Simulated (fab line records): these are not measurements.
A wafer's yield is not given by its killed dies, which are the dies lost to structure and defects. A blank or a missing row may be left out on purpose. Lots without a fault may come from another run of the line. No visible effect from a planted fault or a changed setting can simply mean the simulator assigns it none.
A lot that was struck, set against a sound lot    flow n5Finfet    25 out of 1938 route steps
Sound: the wafers L530.3, L530.4, L530.5. Wafers struck: L528.1, L528.4, L528.6. The cause is named last.
At each step with rows: each side's tool, then ch and its chambers, then its first start. Under that, the readings that differ: sound wafers    struck wafers    difference of the means    sigmas: that difference in standard deviations of wafers without a fault.
alike: readings with means less than 2 such deviations apart, plus words and numbers identical on both sides. not compared: withheld readings, readings lacking a value on some wafer, bounds such as >300 that could conceal the same value, and numbers that have no deviation in the record and whose values overlap.
A row with sigmas, a row that says differs or no value, or rows on one side alone: a step with any of these is where the two part. Numbers that don't overlap but have no deviation are shown without sigmas and don't part them. Lack of a reading on every wafer of one side parts them only where that side has two or more wafers.

first, 11 steps without rows for these wafers: N5_BEOL_M11_CURE_72 (cures SiCOH lowk, time 120 s); N5_BEOL_M11_DEGAS_44 (time 60 s); N5_BEOL_M11_PRE_CLEAN_45 (time 30 s); N5_BEOL_M11_ALD_74 (deposits TaN, target thk 2 nm, pulse time 2 s, purge time 3 s); N5_BEOL_M11_SURFACE_TREAT_76; N5_BEOL_M11_CVD_75 (deposits Co from CCTBA/H2, target thk 2 nm, time 138.9 s); N5_BEOL_M11_SPUTTER_48 (material Cu, target thk 12 nm, time 2 s); N5_BEOL_M11_ECD_50 (material Cu, target thk 318 nm); N5_BEOL_M11_ANNEAL_51 (time 90 s); N5_BEOL_M11_CMP_52 (polishes, stops on SiCOH lowk, t overpolish 7 s, target thk 140 nm); N5_BEOL_M11_PRE_CLEAN_55 (time 15 s).
N5_BEOL_M11_DEP_56: deposits SiCN from 3MS/NH3, target thk 30 nm, time 10.5 s.
  sound on pecvd-01 ch 1,2, day 13 09:55; struck on pecvd-04 ch 1,2, day 13 08:38
  alike: showerheadPlenumPTorr, showerheadVppV, throttleValvePct
N5_BEOL_M11_INSPECT_58: inspects for defects (darkfield).
  sound on defectInspect-02 at day 13 10:01; struck on defectInspect-01 at day 13 08:43
reading         sound     struck       difference  sigmas
rawDefectCount  75 60 41  640 647 646  +586        +20
then, 9 steps without rows for these wafers: N5_BEOL_M12_ILD_DEP_00 (deposits SiOC from DEMS/O2, target thk 658.92 nm, time 130.7 s); N5_BEOL_M12_COAT_58 (time 60 s, resist thk 89 nm); N5_BEOL_M12_COAT_04 (resist thk 400 nm); N5_BEOL_M12_EBR_06; N5_BEOL_M12_SOFTBAKE_05 (time 60 s); N5_BEOL_M12_EXPOSE_07 (exposes mask V11); N5_BEOL_M12_PEB_08 (peb time 90 s); N5_BEOL_M12_DEVELOP_09 (develop time 45 s); N5_BEOL_M12_HARDBAKE_14 (time 120 s).
N5_BEOL_M12_INSPECT_12: inspects for defects (macro).
  sound on defectInspect-02 at day 13 10:43; struck on defectInspect-01 at day 13 09:18
reading         sound  struck          difference  sigmas
rawDefectCount  1 1 2  >300 >300 >300  differs     
then, 1 step without rows for these wafers: N5_BEOL_M12_DESCUM_15 (chemistry O2, time 7.9 s).
N5_PASSIVATION_PROBE_49:
  record: rows for the struck wafers here (prober-01, day 14 18:54), none for the sound ones

WHERE THEY PART
Last at N5_PASSIVATION_PROBE_49 as far as this record goes, first at N5_BEOL_M11_INSPECT_58.

WHY: whatever the simulator had introduced
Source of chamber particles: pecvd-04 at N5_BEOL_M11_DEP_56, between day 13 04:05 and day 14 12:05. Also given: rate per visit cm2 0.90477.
